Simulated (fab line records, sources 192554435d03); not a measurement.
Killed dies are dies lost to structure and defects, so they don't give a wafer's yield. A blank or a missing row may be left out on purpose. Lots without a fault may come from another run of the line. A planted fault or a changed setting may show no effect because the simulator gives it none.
Which tool did it? | flow n5_finfet | 12 lots, 36 wafers sampled, at 2 steps of a route of 1938

WHAT THE GAUGES READ, wafer by wafer
N5_WELL_APT_OVL_MEAS_09.
lot  | measured    | on         | NWELL_OVL (nm)
L075 | day 1 19:52 | overlay-01 | 3 2 3
L077 | day 2 07:44 | overlay-01 | -2 -8 -9
L079 | day 2 19:43 | overlay-02 | 13 8 8
L081 | day 3 07:43 | overlay-02 | -6 1 5
L083 | day 3 19:46 | overlay-01 | 3 2 -1
L085 | day 4 07:50 | overlay-01 | -7 -5 -11
L087 | day 4 19:52 | overlay-01 | -4 -7 -4
L089 | day 5 07:52 | overlay-02 | 6 -4 2
L091 | day 5 19:55 | overlay-01 | 0 2 -2
L093 | day 6 08:02 | overlay-02 | 14 -1 8
L095 | day 6 19:51 | overlay-02 | 4 4 -2
L097 | day 7 07:58 | overlay-02 | 1 -3 4

WHICH TOOL RAN EACH LOT (tool, then ch and the chambers of the sampled wafers, then the start)
lot  | N5_ZERO_LAYER_PECVD_02
L075 | pecvd-02 ch 0, day 1 18:17
L077 | pecvd-04 ch 0,2, day 2 06:17
L079 | pecvd-03 ch 0,1,2, day 2 18:17
L081 | pecvd-02 ch 1,2, day 3 06:17
L083 | pecvd-03 ch 0,2, day 3 18:17
L085 | pecvd-03 ch 0,1,2, day 4 06:17
L087 | pecvd-03 ch 1,2, day 4 18:17
L089 | pecvd-04 ch 0,1,2, day 5 06:17
L091 | pecvd-02 ch 0,1,2, day 5 18:19
L093 | pecvd-03 ch 1,2, day 6 06:19
L095 | pecvd-04 ch 0,1,2, day 6 18:19
L097 | pecvd-04 ch 1,2, day 7 06:19
- N5_ZERO_LAYER_PECVD_02: deposits SiO2 from SiH4/N2O, target thk 10 nm, time 6 s.

THE ANSWER, worked out from the rows above alone
Rule: what is usual is taken from the lots themselves. Put in order of their means at a reading, lots are off if they are a third of the lots or fewer, leave a main group of 4 or more, and stand apart from it by a gap of 3 or more times the standard deviation of the main group's means; of several such gaps the widest counts. A main group whose means are all the same, to the digits that the tables above print for the reading, isn't used. A lot without any number at a reading at which 4 lots or more have one is off too. The other lots that the step has rows for count as sound.
No lot is off at any reading shown: from this, nothing can be told.

WHAT THE SIMULATOR HAD PUT IN
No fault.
